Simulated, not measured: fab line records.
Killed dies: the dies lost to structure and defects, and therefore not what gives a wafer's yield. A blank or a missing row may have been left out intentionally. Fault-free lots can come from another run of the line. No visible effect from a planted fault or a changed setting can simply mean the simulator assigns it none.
Chamber matching | flow nand_harc | 4 sister chambers for NHARC_P_ZERO_WELL_ETCH_65 on rie_diel-13
The step etches the open film in N2/H2, target depth 80 nm, overetch 24 nm, time 87.88 s. 18 wafers are shown with their chamber, then 9 later ones without.

== EACH WAFER AND ITS CHAMBER ==
wafer  | chamber | showerhead_plenum_p_Torr (Torr) | drypump_motor_current_A (A) | rf_vpp_V (V)
L075.2 | 1       | 2.06                            | 5.9                         | 431.3
L075.4 | 0       | 2.20                            | 5.2                         | 435.8
L075.5 | 0       | 2.20                            | 5.2                         | 434.2
L076.2 | 0       | 2.20                            | 5.2                         | 434.5
L076.3 | 1       | 2.06                            | 5.9                         | 430.3
L076.6 | 1       | 2.06                            | 5.9                         | 430.4
L080.2 | 2       | 1.94                            | 5.2                         | 427.6
L080.5 | 1       | 2.06                            | 5.9                         | 431.4
L080.6 | 3       | 2.06                            | 5.6                         | 431.5
L081.2 | 1       | 2.06                            | 6.0                         | 430.3
L081.4 | 2       | 1.94                            | 5.2                         | 429.9
L081.6 | 2       | 1.94                            | 5.2                         | 427.2
L084.1 | 2       | 1.94                            | 5.2                         | 427.7
L084.3 | 0       | 2.20                            | 5.3                         | 432.2
L084.4 | 1       | 2.06                            | 5.9                         | 432.9
L086.2 | 1       | 2.06                            | 5.9                         | 432.1
L086.3 | 3       | 2.05                            | 5.6                         | 430.7
L086.5 | 3       | 2.05                            | 5.6                         | 430.5

SIGNATURES (averages over the wafers above)
reading                  | chamber 0 | chamber 1 | chamber 2 | chamber 3 | scatter within a chamber
showerhead_plenum_p_Torr | 2.2000    | 2.0600    | 1.9400    | 2.0533    | 0.00218
drypump_motor_current_A  | 5.225     | 5.914     | 5.200     | 5.600     | 0.0339
rf_vpp_V                 | 434.175   | 431.243   | 428.100   | 430.900   | 1.12
Rule: distance of a wafer from a chamber = root of the sum over the readings of ((wafer's reading minus chamber's mean) / reading's scatter) squared. The wafer belongs to the nearest chamber; if the next one is less than 2 further off, it can't be placed. The scatter is the square root of a quotient: the sum, over the shown wafers, of each reading's squared deviation from its chamber's mean, divided by wafers minus chambers.

== WAFERS WHOSE CHAMBER IS MISSING ==
wafer  | showerhead_plenum_p_Torr (Torr) | drypump_motor_current_A (A) | rf_vpp_V (V)
L090.1 | 2.06                            | 5.9                         | 430.8
L090.4 | 1.94                            | 5.2                         | 427.5
L090.5 | 2.06                            | 5.9                         | 430.9
L092.3 | 2.20                            | 5.3                         | 434.3
L092.5 | 2.05                            | 5.6                         | 431.2
L092.6 | 2.20                            | 5.3                         | 434.9
L096.2 | 1.94                            | 5.2                         | 427.3
L096.4 | 2.06                            | 5.9                         | 431.8
L096.5 | 2.05                            | 5.5                         | 430.6

== CHAMBER TAKEN BY EACH ==
wafer  | from the rows above | in truth
L090.1 | 1                   | 1
L090.4 | 2                   | 2
L090.5 | 1                   | 1
L092.3 | 0                   | 0
L092.5 | 3                   | 3
L092.6 | 0                   | 0
L096.2 | 2                   | 2
L096.4 | 1                   | 1
L096.5 | 3                   | 3
Placed correctly: 9 of 9. Number that these rows cannot place: 0. Wrongly placed: 0.
